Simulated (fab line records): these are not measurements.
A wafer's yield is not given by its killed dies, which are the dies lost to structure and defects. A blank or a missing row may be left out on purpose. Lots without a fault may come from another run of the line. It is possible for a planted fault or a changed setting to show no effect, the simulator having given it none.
fab line records	flow n5_finfet
[record] lots = 8	wafers = 23	last_day = 16
route steps=1938 shown BEOL_M0_SAQP@669 BEOL_M0_CUTY@713 BEOL_M0@715 BEOL_M4@1111 PASSIVATION@1936
lots with no fault: from the same line, run without faults
start_h: the number of hours between the record's first day and the start of the first shown wafer of the lot	wait_h: hours since the lot's step before	" as in the row above	L1.1+2: a single row standing in for several wafers	- no value present, or no start provided	* or withheld: withheld	< > ~ a bound
route shown NAME@n: a module of which the file shows steps, and the number in the route of the first	usual: average and standard deviation across the fault-free wafers	same: alike in all rows	chamber/n: place in a boat	sites: the reading at each site	_std_site: how widely they spread, as a standard deviation	_edge_site: outer sites' mean less inner sites'	radius_mm: how far each site lies from the wafer's centre	mask NAME#n: copy n	behind: tool/chamber where the wafer was last shaped	hold: the reason the lot was held/the length of the hold in hours/how it ended	device: transistor that didn't switch, given as n, p or np	end of line: at the end of the route, the tests of the same wafers	where a step has no rows: the recipe by itself	killed: not the wafer's yield, but the dies lost to structure and defects at the first sort	map: a wafer's dies, marking killed ones x, the rest . and places with no die _
set.NAME: the setting the step ran with; set.NAME@STEP: the setting that earlier step ran with	model.NAME: the simulator's own value behind a step, which no gauge read
one table for each step of the route and one row for each wafer, over a sample of lots
services: a tool's chamber out of use, with start hour (start_h, from the record's first day; less than 0 if before it), hours out, and reason
[[steps]]
[step N5_BEOL_M0_SAQP_MANDREL_ETCH_103]
[recipe] chemistry = HBr/Cl2	target = a-Si	target_depth_a = 450	bt_time_s = 10	stop_on = SiCN	mask_material = SiO2	over_etch_frac = 0.8	time_s = 27	pressure_mtorr = 10	icp_w = 800	bias_w = 75	HBr_flow_sccm = 150	Cl2_flow_sccm = 80	ends = end_point
[usual] chamber_pressure_mTorr = 9.999/0.0093	drypump_motor_current_A = 5.7/0.32	oes_product_au = 0.680/0.013	throttle_valve_pct = 35.55/0.24
lot.wafer	tool	chamber	start_h	wait_h	chamber_pressure_mTorr	drypump_motor_current_A	oes_product_au	rf_hours_counter_h	throttle_valve_pct
L282.1	rie_si-05	2	123.78	0.0	10.003	5.3	0.665	86	35.97
L282.2	"	1	"	"	9.988	4.9	0.689	76	35.37
L282.4	"	3	"	"	10.019	5.6	0.667	101	35.30
L284.2	rie_si-04	1	127.94	0.0	10.000	5.7	0.688	182	35.41
L284.5	"	0	"	"	9.998	6.4	0.667	-	35.24
L284.6	"	3	"	"	9.997	5.4	0.687	-	35.98
L287.1	rie_si-05	0	143.37	0.0	10.005	5.5	0.673	5	35.33
L287.3	"	3	"	"	10.001	5.6	0.662	101	35.32
L287.4	"	2	"	"	10.002	5.3	0.671	87	35.96
L289.3	rie_si-02	2	157.78	0.0	10.012	5.5	0.669	154	35.48
L289.4	"	3	"	"	9.999	5.9	0.677	153	35.47
L289.6	"	0	"	"	10.001	5.9	0.686	-	35.55
L292.1	rie_si-02	0	176.54	0.0	9.998	5.9	0.672	149	35.59
L292.2	"	1	"	"	10.004	6.0	0.665	10	35.87
L292.6	"	0	"	"	9.995	5.9	0.682	-	35.56
L293.2	rie_si-02	0	183.22	0.0	9.987	5.9	0.678	149	35.58
L293.6	"	2	"	"	10.008	5.6	0.668	-	35.49
L295.1	rie_si-04	2	194.00	0.0	9.998	5.6	0.709	39	35.34
L295.2	"	3	"	"	9.993	5.4	0.687	113	36.00
L295.3	"	0	"	"	10.014	6.4	0.656	150	35.23
L297.1	rie_si-02	2	206.50	0.0	10.009	5.5	0.672	154	35.48
L297.3	"	1	"	"	9.982	6.0	0.658	11	35.89
L297.5	"	2	"	"	9.996	5.5	0.670	-	35.49
[step N5_BEOL_M0_SAQP_ETCH_73]
[recipe] chemistry = CF4	target = SiARC	target_depth_a = 195	mask_material = CAR-EUV	time_s = 32.5	ion_energy_ev = 80	pressure_mtorr = 40	source_w = 545	bias_w = 36	Ar_flow_sccm = 100	cf4_flow_sccm = 100	ends = cleared
[usual] chamber_pressure_mTorr = 40.00/0.037	drypump_motor_current_A = 6.0/0.4	etch_rf_on_time_s = 32.6/1.1	oes_product_au = 0.66/0.08	rf_vpp_V = 183.9/1.2	showerhead_plenum_p_Torr = 2.13/0.065	throttle_valve_pct = 15.64/0.26
lot.wafer	tool	chamber	start_h	wait_h	chamber_pressure_mTorr	drypump_motor_current_A	etch_rf_on_time_s	oes_product_au	rf_hours_counter_h	rf_vpp_V	showerhead_plenum_p_Torr	throttle_valve_pct
L282.1	rie_diel-01	1	125.89	0.0	40.05	6.0	33.7	0.79	11	184.7	2.11	15.58
L282.2	"	2	"	"	40.00	6.0	32.3	0.64	146	184.0	2.22	15.75
L282.4	"	0	"	"	39.98	6.2	34.4	0.58	244	185.5	2.19	15.79
L284.2	rie_diel-03	3	130.38	0.0	39.97	6.4	32.1	0.62	192	185.2	2.21	15.72
L284.5	"	1	"	"	40.06	5.9	34.8	0.56	-	184.0	2.10	15.77
L284.6	"	2	"	"	39.98	6.6	31.9	0.62	-	184.5	2.11	15.60
L287.1	rie_diel-02	3	145.58	0.0	39.99	5.8	33.4	0.64	173	182.4	2.05	15.46
L287.3	"	2	"	"	40.00	5.7	30.8	0.60	233	181.9	2.04	16.07
L287.4	"	1	"	"	39.91	5.7	33.0	0.63	148	181.8	2.07	16.01
L289.3	rie_diel-01	2	160.75	0.0	39.96	6.0	32.1	0.63	157	185.6	2.21	15.76
L289.4	"	3	"	"	39.98	5.9	34.1	0.60	196	183.7	2.14	15.77
L289.6	"	1	"	"	39.95	6.0	33.1	0.77	-	182.8	2.11	15.62
L292.1	rie_diel-02	1	178.96	0.0	40.02	5.7	32.8	0.62	158	183.9	2.06	16.02
L292.2	"	0	"	"	39.98	6.7	31.8	0.76	52	183.2	2.18	15.25
L292.6	"	0	"	"	40.00	6.7	31.7	0.76	-	184.2	2.18	15.24
L293.2	rie_diel-03	1	185.56	0.0	39.93	5.8	33.6	0.81	8	184.3	2.09	15.30
L293.6	"	2	"	"	40.06	6.6	32.0	0.62	-	185.0	2.10	15.63
L295.1	rie_diel-03	2	196.10	0.0	39.95	6.6	32.1	0.61	223	183.6	2.10	15.64
L295.2	"	3	"	"	40.01	6.4	32.1	0.60	210	185.5	2.21	15.74
L295.3	"	0	"	"	39.95	5.3	33.8	0.66	115	183.2	2.15	15.50
L297.1	rie_diel-01	0	208.61	0.0	40.02	6.2	32.0	0.79	16	184.4	2.19	15.33
L297.3	"	3	"	"	39.99	5.9	33.4	0.60	212	184.0	2.13	15.80
L297.5	"	2	"	"	39.98	6.0	31.6	0.62	-	183.9	2.21	15.81
[step N5_BEOL_M0_SAQP_STRIP_75]
[recipe] chemistry = CF4	resist = SiARC	power_w = 300	bias_power_w = 75	pressure_mtorr = 50	cf4_flow_sccm = 150	rf_frequency_hz = 6e+07
[usual] chamber_pressure_mTorr = 50.00/0.05	drypump_motor_current_A = 6.0/0.42	oes_product_au = 0.180/0.02	power_w = 300.0/0.91	rf_vpp_V = 271.1/1.3	showerhead_plenum_p_Torr = 1.79/0.048	throttle_valve_pct = 13.64/0.25
lot.wafer	tool	chamber	start_h	wait_h	chamber_pressure_mTorr	drypump_motor_current_A	oes_product_au	power_w	rf_hours_counter_h	rf_vpp_V	showerhead_plenum_p_Torr	throttle_valve_pct
L282.1	rie_diel-03	0	126.75	0.1	49.91	5.2	0.191	300.0	92	271.5	1.82	13.49
L282.2	"	1	"	"	49.92	5.8	0.160	300.8	245	270.2	1.75	13.76
L282.4	"	3	"	"	49.98	6.4	0.167	299.1	192	272.9	1.87	13.76
L284.2	rie_diel-02	0	131.24	0.1	49.99	6.7	0.203	299.6	36	271.8	1.84	13.19
L284.5	"	3	"	"	49.98	5.8	0.176	299.2	-	270.6	1.74	13.50
L284.6	"	0	"	"	49.98	6.7	0.204	300.0	-	270.8	1.84	13.19
L287.1	rie_diel-01	3	146.92	0.1	50.03	5.9	0.173	300.8	191	269.6	1.80	13.74
L287.3	"	2	"	"	50.07	6.0	0.173	300.7	152	274.0	1.86	13.75
L287.4	"	1	"	"	49.93	6.1	0.213	299.9	-	271.0	1.78	13.57
L289.3	rie_diel-03	2	161.76	0.1	49.97	6.6	0.162	299.6	211	270.6	1.78	13.71
L289.4	"	0	"	"	50.03	5.2	0.179	301.1	-	271.3	1.81	13.51
L289.6	"	1	"	"	49.99	5.8	0.239	298.9	-	272.8	1.75	13.21
L292.1	rie_diel-02	1	179.99	0.1	49.97	5.7	0.170	300.1	159	269.4	1.73	13.98
L292.2	"	3	"	"	49.96	5.8	0.170	299.4	180	270.4	1.73	13.53
L292.6	"	3	"	"	49.98	5.8	0.175	302.0	-	270.3	1.73	13.52
L293.2	rie_diel-02	1	186.44	0.1	49.97	5.7	0.170	300.4	161	268.8	1.73	14.00
L293.6	"	1	"	"	50.14	5.7	0.168	300.4	-	270.5	1.73	13.99
L295.1	rie_diel-03	2	196.96	0.1	50.04	6.6	0.165	298.6	223	270.7	1.78	13.74
L295.2	"	1	"	"	50.06	5.8	0.220	301.2	12	271.8	1.75	13.23
L295.3	"	3	"	"	49.97	6.4	0.162	300.5	210	272.1	1.87	13.81
L297.1	rie_diel-02	0	209.47	0.1	49.95	6.7	0.194	299.8	61	270.9	1.83	13.24
L297.3	"	1	"	"	49.97	5.7	0.172	300.7	168	270.7	1.73	14.00
L297.5	"	1	"	"	49.96	5.7	0.168	300.2	-	268.5	1.73	13.99
[step N5_BEOL_M0_CUTY_ETCH_63]
[recipe] chemistry = N2/H2	target = SOC	target_depth_a = 827	overetch_a = 165	mask_material = SiARC	temp_c = 40	ion_energy_ev = 200	time_s = 124	pressure_mtorr = 30	source_w = 840	bias_w = 150	n2_flow_sccm = 200	h2_flow_sccm = 200
[usual] chamber_pressure_mTorr = 30.001/0.027	drypump_motor_current_A = 5.8/0.43	oes_product_au = 0.64/0.082	rf_vpp_V = 524.6/2.3	showerhead_plenum_p_Torr = 2.56/0.083	throttle_valve_pct = 17.78/0.26
[same] time_s = 124
lot.wafer	tool	chamber	start_h	wait_h	chamber_pressure_mTorr	drypump_motor_current_A	oes_product_au	rf_hours_counter_h	rf_vpp_V	showerhead_plenum_p_Torr	throttle_valve_pct
L282.1	rie_diel-06	1	127.58	0.0	30.016	6.5	0.59	234	525.9	2.60	17.71
L282.2	"	3	"	"	30.011	5.7	0.79	0	526.8	2.61	17.44
L282.4	"	0	"	"	30.059	5.3	0.57	-	520.8	2.41	17.76
L284.2	rie_diel-06	3	131.68	0.0	29.999	5.7	0.77	3	524.6	2.61	17.45
L284.5	"	0	"	"	29.959	5.3	0.58	-	521.0	2.41	17.76
L284.6	"	3	"	"	29.981	5.7	0.77	-	525.8	2.61	17.44
L287.1	rie_diel-06	0	147.36	0.0	30.011	5.3	0.57	198	519.5	2.40	17.75
L287.3	"	2	"	"	30.031	6.4	0.82	2	525.7	2.59	17.38
L287.4	"	1	"	"	29.977	6.5	0.58	244	526.1	2.59	17.75
L289.3	rie_diel-06	3	162.33	0.0	29.978	5.7	0.74	15	524.5	2.61	17.48
L289.4	"	1	"	"	30.008	6.5	0.58	250	525.2	2.59	17.75
L289.6	"	0	"	"	30.014	5.3	0.57	-	520.7	2.40	17.79
L292.1	rie_diel-06	2	180.42	0.0	30.004	6.4	0.78	15	526.1	2.58	17.40
L292.2	"	1	"	"	30.026	6.4	0.81	2	526.0	2.59	17.31
L292.6	"	1	"	"	29.971	6.4	0.81	-	524.0	2.59	17.30
L293.2	rie_diel-04	1	187.00	0.0	29.980	5.4	0.59	235	527.6	2.63	18.20
L293.6	"	1	"	"	30.041	5.4	0.58	-	524.2	2.63	18.20
L295.1	rie_diel-04	3	197.64	0.0	29.983	5.3	0.58	237	522.3	2.50	17.99
L295.2	"	1	"	"	29.998	5.4	0.57	239	525.6	2.63	18.21
L295.3	"	2	"	"	29.998	5.9	0.66	114	526.2	2.65	17.74
L297.1	rie_diel-06	2	209.92	0.0	29.984	6.4	0.76	25	526.8	2.58	17.43
L297.3	"	0	"	"	30.000	5.4	0.56	221	520.2	2.39	17.82
L297.5	"	0	"	"	30.032	5.4	0.55	-	521.4	2.39	17.80
[step N5_BEOL_M0_ETCH_138]
[recipe] chemistry = CH3F/O2	target_depth_a = 120	target = SiCN	time_s = 31.6	ion_energy_ev = 120	pressure_mtorr = 30	source_w = 395	bias_w = 75	Ar_flow_sccm = 150	CH3F_flow_sccm = 30	O2_flow_sccm = 20	ends = cleared
[usual] O2_flow_sccm = 20.00/0.056	chamber_pressure_mTorr = 29.999/0.029	drypump_motor_current_A = 5.7/0.43	etch_rf_on_time_s = 29.0/1.1	oes_product_au = 0.67/0.09	rf_vpp_V = 297.7/1.5	showerhead_plenum_p_Torr = 2.02/0.053	throttle_valve_pct = 16.31/0.25
lot.wafer	tool	chamber	start_h	wait_h	O2_flow_sccm	chamber_pressure_mTorr	drypump_motor_current_A	etch_rf_on_time_s	oes_product_au	rf_hours_counter_h	rf_vpp_V	showerhead_plenum_p_Torr	throttle_valve_pct
L282.1	rie_diel-06	1	127.70	0.0	20.00	30.022	6.5	28.0	0.61	234	298.8	2.06	16.35
L282.2	"	3	"	"	20.00	29.985	5.7	27.9	0.82	0	297.7	2.04	15.88
L282.4	"	0	"	"	19.94	29.985	5.4	30.0	0.59	-	294.3	1.93	16.52
L284.2	rie_diel-06	3	131.81	0.0	20.11	29.977	5.7	30.4	0.81	3	299.3	2.04	15.88
L284.5	"	0	"	"	20.01	29.997	5.3	31.1	0.59	-	294.8	1.93	16.53
L284.6	"	3	"	"	20.02	29.960	5.7	29.1	0.82	-	298.5	2.04	15.89
L287.1	rie_diel-06	0	147.49	0.0	20.01	30.047	5.3	29.7	0.59	198	294.8	1.93	16.56
L287.3	"	2	"	"	19.94	30.022	6.4	28.1	0.85	2	298.7	2.03	15.93
L287.4	"	1	"	"	20.07	30.005	6.5	29.5	0.60	244	298.2	2.06	16.34
L289.3	rie_diel-06	3	162.45	0.0	19.97	30.010	5.7	29.1	0.77	15	297.3	2.03	15.91
L289.4	"	1	"	"	20.07	29.979	6.5	27.7	0.60	250	297.8	2.05	16.38
L289.6	"	0	"	"	20.08	30.028	5.3	31.5	0.59	-	296.7	1.93	16.57
L292.1	rie_diel-06	2	180.55	0.0	19.99	30.028	6.4	28.2	0.81	15	298.5	2.03	15.95
L292.2	"	1	"	"	20.04	29.980	6.5	28.5	0.87	2	299.0	2.05	15.91
L292.6	"	1	"	"	19.96	30.019	6.5	27.6	0.86	-	299.7	2.05	15.90
L293.2	rie_diel-04	1	187.13	0.0	20.03	29.987	5.4	28.5	0.60	235	298.5	2.04	16.38
L293.6	"	1	"	"	19.96	30.029	5.4	29.3	0.60	-	299.3	2.04	16.38
L295.1	rie_diel-04	3	197.77	0.0	20.04	29.987	5.3	27.8	0.61	237	297.1	1.97	16.62
L295.2	"	1	"	"	20.09	30.031	5.4	28.0	0.60	239	299.1	2.04	16.39
L295.3	"	2	"	"	20.01	30.022	5.8	28.7	0.70	114	299.5	2.09	16.37
L297.1	rie_diel-06	2	210.04	0.0	20.19	30.001	6.4	29.7	0.79	25	298.8	2.03	15.97
L297.3	"	0	"	"	20.01	30.016	5.3	30.6	0.57	221	294.6	1.92	16.59
L297.5	"	0	"	"	19.97	29.984	5.4	32.4	0.58	-	295.6	1.92	16.59
[step N5_BEOL_M4_RC_MEAS_101]
[usual] DIBL_N = 36.1/2	DIBL_P = 36.3/2.5	IOFF_N = 0.16/0.037	IOFF_P = 0.21/0.039	ION_N = 678/15	ION_P = 465/8.7	SS_N = 71.4/0.7	SS_P = 73.3/0.74	VT_N = 249/3.6	VT_P = -250.0/2.9
lot.wafer	tool	chamber	start_h	wait_h	DIBL_N[mV/V]	DIBL_P[mV/V]	IOFF_N[nA/um]	IOFF_P[nA/um]	ION_N[uA/um]	ION_P[uA/um]	SS_N[mV/dec]	SS_P[mV/dec]	VT_N[mV]	VT_P[mV]
L282.1	prober-02	0	178.41	0.0	38.3	39.1	0.24	0.29	711	482	71.9	73.6	241	-245.8
L282.2	"	0	"	"	35.3	35.5	0.16	0.22	670	465	71.7	71.8	249	-248.4
L282.4	"	0	"	"	35.2	36.0	0.16	0.23	671	465	71.8	72.8	245	-249.0
L284.2	prober-02	0	181.22	0.2	33.3	30.4	0.09	0.15	643	452	70.6	72.3	257	-252.8
L284.5	"	0	"	"	36.9	35.9	0.14	0.21	684	470	71.0	72.7	250	-250.1
L284.6	"	0	"	"	33.6	30.2	0.09	0.14	642	443	70.6	71.8	258	-255.9
L287.1	prober-01	0	198.46	0.1	34.8	35.2	0.14	0.18	687	470	71.5	72.7	251	-250.1
L287.3	"	0	"	"	34.5	35.1	0.13	0.17	670	459	71.3	73.1	251	-251.9
L287.4	"	0	"	"	38.4	40.7	0.21	0.27	687	472	72.4	74.3	244	-245.6
L289.3	prober-02	0	233.23	0.3	38.9	40.1	0.20	0.21	675	456	72.3	73.5	250	-253.0
L289.4	"	0	"	"	35.9	37.6	0.15	0.18	673	453	71.5	72.7	252	-254.6
L289.6	"	0	"	"	36.7	38.4	0.16	0.19	670	452	72.0	72.8	252	-253.3
L292.1	prober-01	0	255.86	0.0	34.2	32.9	0.12	0.19	666	463	70.9	72.2	253	-250.1
L292.2	"	0	"	"	35.7	34.2	0.14	0.20	675	466	71.2	73.9	252	-249.2
L292.6	"	0	"	"	39.3	38.5	0.20	0.28	667	456	73.3	73.9	247	-248.1
L293.2	prober-02	0	256.44	0.2	38.8	41.2	0.25	0.32	705	485	72.3	73.9	243	-243.5
L293.6	"	0	"	"	38.7	39.1	0.23	0.27	697	474	72.0	73.4	244	-249.4
L295.1	prober-01	0	268.83	0.0	38.4	37.4	0.20	0.24	668	460	72.1	74.1	250	-247.2
L295.2	"	0	"	"	33.5	33.7	0.13	0.19	669	463	70.5	73.0	251	-248.7
L295.3	"	0	"	"	37.6	38.1	0.20	0.26	702	478	71.5	74.3	245	-247.0
L297.1	prober-02	0	283.95	0.0	32.4	32.2	0.11	0.13	660	448	70.8	71.7	252	-256.9
L297.3	"	0	"	"	35.0	36.2	0.15	0.18	670	458	71.6	73.5	250	-254.3
L297.5	"	0	"	"	32.9	34.0	0.13	0.16	675	461	70.4	71.8	248	-254.9
[step N5_PASSIVATION_PROBE_49]
[usual] defect_limited_yield = 91.1/1.3	killed_at_M0_to_M3 = 32/9.7	killed_at_M4_up = 16/6	killed_at_contacts = 12/5.9	killed_at_front_end = 41/11	killed_at_other = 4/3.1	killed_dies = 104/16	killed_on_rim = 14/4	killed_open = 68/12	killed_short = 34/7.4	sort_bin_5_function = 5.1/0.85	sort_bin_6_memory = 3.3/0.66	sort_bin_8_speed = 0.1/0.53	sort_n_pass = 1075/16	sort_yield_pct = 91.1/1.4
[same] gross_dies = 1180	killed_at_back_side = 0	sort_bin_4_leakage[%] = 0
lot.wafer	tool	chamber	start_h	wait_h	defect_limited_yield[%]	killed_at_M0_to_M3	killed_at_M4_up	killed_at_contacts	killed_at_front_end	killed_at_other	killed_dies	killed_on_rim	killed_open	killed_short	sort_bin_5_function[%]	sort_bin_6_memory[%]	sort_bin_8_speed[%]	sort_n_pass	sort_yield_pct[%]
L292.1	prober-02	-	365.95	0.0	88.6	29	18	32	56	0	135	23	94	37	6.5	4.6	0	1045	88.6
L292.2	prober-02	-	366.00	0.1	92.5	19	14	11	42	2	88	13	57	30	4.2	2.9	0	1092	92.5
L292.6	prober-02	-	366.20	0.3	91.9	22	14	27	33	0	96	11	71	25	5.0	3.1	0	1084	91.9
L297.3	prober-02	-	394.75	0.1	91.4	21	16	12	49	3	101	11	67	34	5.5	2.6	0	1079	91.4
L297.5	prober-02	-	394.85	0.2	91.9	26	17	8	34	11	96	14	63	33	4.8	2.8	0	1084	91.9
// killed by level:class
L292.1 MOL_CONTACT_COAG:geometric_particle:open=20 FIN_SAQP:geometric_particle:open=14 BEOL_M2:geometric_particle:open=13 MOL_CONTACT_COAG:geometric_particle:short=10 BEOL_M4:geometric_particle:open=10 STI_FIN_REVEAL:geometric_particle:open=7 DUMMY_GATE:geometric_particle:open=7 FIN_SAQP:geometric_particle:short=6
L292.2 FIN_SAQP:geometric_particle:open=18 MOL_CONTACT_COAG:geometric_particle:open=8 BEOL_M0_SAQP:geometric_particle:open=5 FIN_SAQP:geometric_particle:short=4 STI_FIN_REVEAL:geometric_particle:open=4 DUMMY_GATE:geometric_particle:open=4 BEOL_M1:geometric_particle:open=3 MOL_CONTACT_COAG:geometric_particle:short=3
L292.6 MOL_CONTACT_COAG:geometric_particle:open=22 FIN_SAQP:geometric_particle:open=10 STI_FIN_REVEAL:geometric_particle:open=5 MOL_CONTACT_COAG:geometric_particle:short=5 BEOL_M0_SAQP:geometric_particle:open=5 BEOL_M2:geometric_particle:open=5 BEOL_M5:geometric_particle:open=5 FIN_SAQP:geometric_particle:short=4
L297.3 FIN_SAQP:geometric_particle:short=13 FIN_SAQP:geometric_particle:open=12 STI_FIN_REVEAL:geometric_particle:open=10 MOL_CONTACT_COAG:geometric_particle:open=10 BEOL_M4:geometric_particle:open=8 BEOL_M0_SAQP:geometric_particle:open=5 BEOL_M3:geometric_particle:open=5 BEOL_M2:geometric_particle:open=4
L297.5 FIN_SAQP:geometric_particle:open=11 STI_FIN_REVEAL:geometric_particle:open=8 BEOL_M0_SAQP:geometric_particle:short=7 BEOL_M3:geometric_particle:open=6 FIN_SAQP:geometric_particle:short=5 MOL_CONTACT_COAG:geometric_particle:open=5 BEOL_M0_SAQP:geometric_particle:open=5 BEOL_M4:geometric_particle:open=5
[[services]]
tool	chamber	start_h	hours	kind
rie_diel-06	3	109.47	-	clean
rie_diel-06	3	109.47	-	consumable_replace:focus_ring
rie_diel-06	3	109.47	17.5	scheduled_down
rie_diel-06	3	109.47	17.5	vent_cycle
rie_si-02	0	114.51	2.6	repair
rie_diel-02	2	114.71	9.7	repair
rie_diel-06	2	127.08	-	clean
rie_diel-06	2	127.08	-	consumable_replace:focus_ring
rie_diel-06	2	127.08	14.0	scheduled_down
rie_diel-06	2	127.08	14.0	vent_cycle
rie_diel-03	1	142.19	-	clean
rie_diel-03	1	142.19	-	consumable_replace:focus_ring
rie_si-04	2	156.14	6.2	repair
rie_diel-02	3	159.82	13.2	repair
rie_diel-06	1	163.37	-	clean
rie_diel-06	1	163.37	-	consumable_replace:focus_ring
rie_diel-06	1	163.37	11.2	scheduled_down
rie_diel-06	1	163.37	11.2	vent_cycle
rie_si-05	2	164.19	6.8	repair
rie_diel-04	2	175.54	3.6	repair
rie_si-04	0	178.88	4.3	repair
rie_diel-01	-	185.38	2.8	pm
rie_si-05	-	202.99	2.8	pm
rie_diel-01	1	203.57	9.8	repair
[[key]]
[first_sign] step = N5_BEOL_M0_ETCH_138	reading = etch_rf_on_time_s	direction = up	sigmas = 3.3	usual = *	struck = *
effect none on later readings
met_at N5_BEOL_M0_SAQP_MANDREL_ETCH_103
struck_lots L297
struck_wafers L297.5
not_acting_at N5_BEOL_M0_SAQP_ETCH_73,N5_BEOL_M0_SAQP_STRIP_75,N5_BEOL_M0_CUTY_ETCH_63
onset_between 183.22 206.50
[fault] kind = process_parameter_drift	tool = rie_si-02	chamber = -	onset_h = 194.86	steps = N5_BEOL_M0_SAQP_MANDREL_ETCH_103	channel = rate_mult	offset = 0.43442	shape = step	end_h = 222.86	scope = struck_wafers_only
